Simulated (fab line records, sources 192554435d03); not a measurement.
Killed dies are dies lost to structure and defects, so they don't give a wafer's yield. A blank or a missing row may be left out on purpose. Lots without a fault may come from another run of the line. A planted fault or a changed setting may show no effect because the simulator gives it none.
Chamber matching | flow n5_finfet | N5_BEOL_M10_PECVD_70 on pecvd-02: 3 sister chambers
The step deposits SiO2 from TEOS/O2, target thk 20 nm, time 22.7 s. 6 wafers are shown with their chamber, then 9 later ones without.

WAFERS WITH THEIR CHAMBER
wafer  | chamber | throttle_valve_pct (%) | showerhead_plenum_p_Torr (Torr)
L089.1 | 2       | 21.2                   | 8.80
L089.4 | 0       | 23.2                   | 8.73
L089.6 | 1       | 22.7                   | 8.80
L091.1 | 2       | 21.3                   | 8.77
L091.2 | 0       | 22.9                   | 8.73
L091.3 | 1       | 22.6                   | 8.79

WAFERS WITHOUT THEIR CHAMBER
wafer  | throttle_valve_pct (%) | showerhead_plenum_p_Torr (Torr)
L093.1 | 21.1                   | 8.78
L093.2 | 22.9                   | 8.80
L093.4 | 23.0                   | 8.73
L095.2 | 21.1                   | 8.78
L095.4 | 23.4                   | 8.74
L095.6 | 21.3                   | 8.79
L097.1 | 22.5                   | 8.81
L097.2 | 21.6                   | 8.80
L097.5 | 21.3                   | 8.76

WHICH CHAMBER EACH WENT THROUGH
wafer  | from the rows above | in truth
L093.1 | 2                   | 2
L093.2 | 1                   | 1
L093.4 | 0                   | 0
L095.2 | 2                   | 2
L095.4 | 0                   | 0
L095.6 | 2                   | 2
L097.1 | 1                   | 1
L097.2 | 2                   | 2
L097.5 | 2                   | 2
Placed correctly: 9 of 9. Can't be placed from these rows: 0. Placed wrongly: 0.
How it was worked out, from the rows above alone: a wafer's distance from a chamber is the root of the sum, over the readings, of the square of ((its reading less the chamber's mean) divided by the reading's scatter). The wafer belongs to the nearest chamber; if the next one is less than 2 further off, it can't be placed. A chamber's mean is the mean of its shown wafers. The scatter: the root of (the sum of the squares of (reading less its chamber's mean) over the shown wafers, divided by (wafers less chambers)).
